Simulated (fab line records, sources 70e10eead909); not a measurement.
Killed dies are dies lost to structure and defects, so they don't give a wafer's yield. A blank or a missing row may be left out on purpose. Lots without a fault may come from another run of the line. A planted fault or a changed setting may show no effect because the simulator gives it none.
A struck lot beside a sound one | flow nand_harc | 15 steps out of a route of 1302
Sound: wafers L769.1, L769.2, L769.5. Struck: wafer L774.3. (L774.2 of the same lot was not struck and is left out.) The cause comes at the end.
At each step with rows: each side's tool, then ch and its chambers, then its first start. Under that, the readings that differ: sound wafers | struck wafers | difference of the means | sigmas: that difference in standard deviations of wafers without a fault.
alike: readings whose means differ by less than 2 such deviations, and words and numbers that are the same on both sides. not compared: withheld readings, readings that some wafer has no value for, bounds like >300 that may hide the same value, and numbers for which the record gives no deviation and whose values overlap.
The two part at a step that has a row with sigmas, a row that says differs or no value, or rows on one side only. Numbers that don't overlap but have no deviation are shown without sigmas and don't part them. A reading that every wafer of one side lacks parts them only if that side has two wafers or more.

NHARC_A_CHANNEL_HOLE_D1_STRIP_27: strips in O2.
  sound on rie_diel-01 ch 0,1; struck on rie_diel-08 ch 0
  reading                | sound                | struck | difference | sigmas
  throttle_valve_pct (%) | 17.021 17.032 17.022 | 17.049 | +0.024     | +2
  alike: drypump_motor_current_A, oes_product_au, rf_vpp_V, showerhead_plenum_p_Torr
  not compared: rf_hours_counter_h
then, 2 steps without rows for these wafers: NHARC_A_CHANNEL_HOLE_D1_PRECLEAN_28 (cleans in SC1); NHARC_A_CHANNEL_HOLE_D1_SRD_29.
NHARC_A_CHANNEL_HOLE_D1_CD_MEAS_30:
  sound on cd_sem-02, day 12 21:26; struck on cd_sem-02, day 15 00:01
  alike: cd_nm
NHARC_A_CHANNEL_HOLE_D1_XSEM_31:
  sound on xsem-02 ch 0, day 12 21:32; struck on xsem-01 ch 0, day 15 00:07
  alike: bot_cd_nm, bow_nm, tilt_deg
NHARC_A_CHANNEL_HOLE_D1_INSPECT_40:
  sound on defect_inspect-01, day 12 21:38; struck on defect_inspect-02, day 15 00:12
  alike: raw_defect_count
then, 3 steps without rows for these wafers: NHARC_A_CHANNEL_FILL_D1_PRECLEAN_00 (cleans in SC1); NHARC_A_CHANNEL_FILL_D1_SRD_01; NHARC_A_CHANNEL_FILL_D1_ALD_02 (deposits SiO2, target thk 6 nm, pulse time 10 s, ald cycles 60).
NHARC_A_CHANNEL_FILL_D1_ALD_03: deposits SiNx, target thk 6 nm, pulse time 60 s, ald cycles 58.
  sound on ald_sin_batch-03 ch 0; struck on ald_sin_batch-03 ch 0
  alike: precursor_pulse_height_rel
  not compared: ald_cycles
NHARC_A_CHANNEL_FILL_D1_ALD_14: deposits SiO2, target thk 2.5 nm, pulse time 10 s, ald cycles 25.
  sound on ald_hk-01 ch 0,2, day 13 04:53; struck on ald_hk-03 ch 2, day 15 07:27
  alike: heater_power_w, precursor_pulse_height_rel
  not compared: ald_cycles
NHARC_A_CHANNEL_FILL_D1_ALD_15: deposits SiNx, target thk 2 nm, pulse time 60 s, ald cycles 19.
  sound on ald_sin_batch-02 ch 0; struck on ald_sin_batch-01 ch 0
  alike: precursor_pulse_height_rel
  not compared: ald_cycles
NHARC_A_CHANNEL_FILL_D1_ALD_16: deposits SiO2, target thk 1.5 nm, pulse time 10 s, ald cycles 15.
  sound on ald_hk-01 ch 0,1, day 13 10:57; struck on ald_hk-04 ch 1, day 15 12:38
  reading    | sound    | struck | difference | sigmas
  ald_cycles | 15 15 15 | 13     | -2         |
  alike: heater_power_w, precursor_pulse_height_rel
then, 1 step without rows for these wafers: NHARC_A_CHANNEL_FILL_D1_ANNEAL_17 (time 1800 s).
-- the record jumps here: 15 days lie between the struck wafers' starts before and after (it left off in module A_CHANNEL_FILL_D1 and takes up again in module END, whose first step shown is number 1302 of the route) --
NHARC_END_SORT_01:
  sound on prober-01 ch 0, day 28 14:14; struck on prober-01 ch 0, day 30 12:07
  alike: killed_at_array, killed_at_other, killed_at_periphery, killed_dies, killed_open, killed_short

WHERE THEY PART
Only at NHARC_A_CHANNEL_HOLE_D1_STRIP_27, within this record. Later steps at which nothing parts them and some readings are alike: NHARC_A_CHANNEL_HOLE_D1_CD_MEAS_30, NHARC_A_CHANNEL_HOLE_D1_XSEM_31, NHARC_A_CHANNEL_HOLE_D1_INSPECT_40, NHARC_A_CHANNEL_FILL_D1_ALD_03, NHARC_A_CHANNEL_FILL_D1_ALD_14, NHARC_A_CHANNEL_FILL_D1_ALD_15, NHARC_A_CHANNEL_FILL_D1_ALD_16, NHARC_END_SORT_01.

WHY: what the simulator had put in
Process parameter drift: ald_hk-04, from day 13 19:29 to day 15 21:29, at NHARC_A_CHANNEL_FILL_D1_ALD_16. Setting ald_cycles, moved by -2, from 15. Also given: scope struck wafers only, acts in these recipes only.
